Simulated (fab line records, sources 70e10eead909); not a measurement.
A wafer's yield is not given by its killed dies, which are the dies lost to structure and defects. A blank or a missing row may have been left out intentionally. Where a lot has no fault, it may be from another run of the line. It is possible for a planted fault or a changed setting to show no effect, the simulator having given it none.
Chamber matching	flow nandHarc	4 sister chambers for NHARC_A_CONTACT_ETCH_75 on rieDiel-08
The step etches the open film in CF4, target depth 39 nm, time 65 s. 4 wafers are shown with their chamber, then 7 later ones without.

WAFERS, EACH WITH ITS CHAMBER
wafer	chamber	showerheadPlenumPTorr (Torr)
L082.1	3	1.80
L082.5	0	1.66
L096.1	2	1.80
L096.2	1	1.70

WAFERS WITHOUT THEIR CHAMBER
wafer	showerheadPlenumPTorr (Torr)
L096.6	1.70
L096.3	1.79
L096.4	1.80
L096.5	1.79
L093.1	1.65
L093.3	1.79
L093.6	1.65

WHICH CHAMBER EACH ONE RAN IN
wafer	from the rows above	in truth
L096.6	1	1
L096.3	can't be placed: 2 or 3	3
L096.4	can't be placed: 2 or 3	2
L096.5	can't be placed: 2 or 3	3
L093.1	0	0
L093.3	can't be placed: 2 or 3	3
L093.6	0	0
Correctly placed: 3 of 7. These rows do not allow placing 4 (true chamber among the candidates in 4). Number placed wrongly: 0.
How it was worked out, from the rows above alone: a wafer's distance from a chamber is the root of the sum, over the readings, of the square of ((its reading less the chamber's mean) divided by the reading's scatter). The wafer belongs to the nearest chamber; if the next one is less than 2 further off, it can't be placed. The mean given for a chamber averages the wafers shown for that chamber. The scatter: root of mean squared gap, hidden wafer to nearest shown wafer, with one shown wafer a chamber.
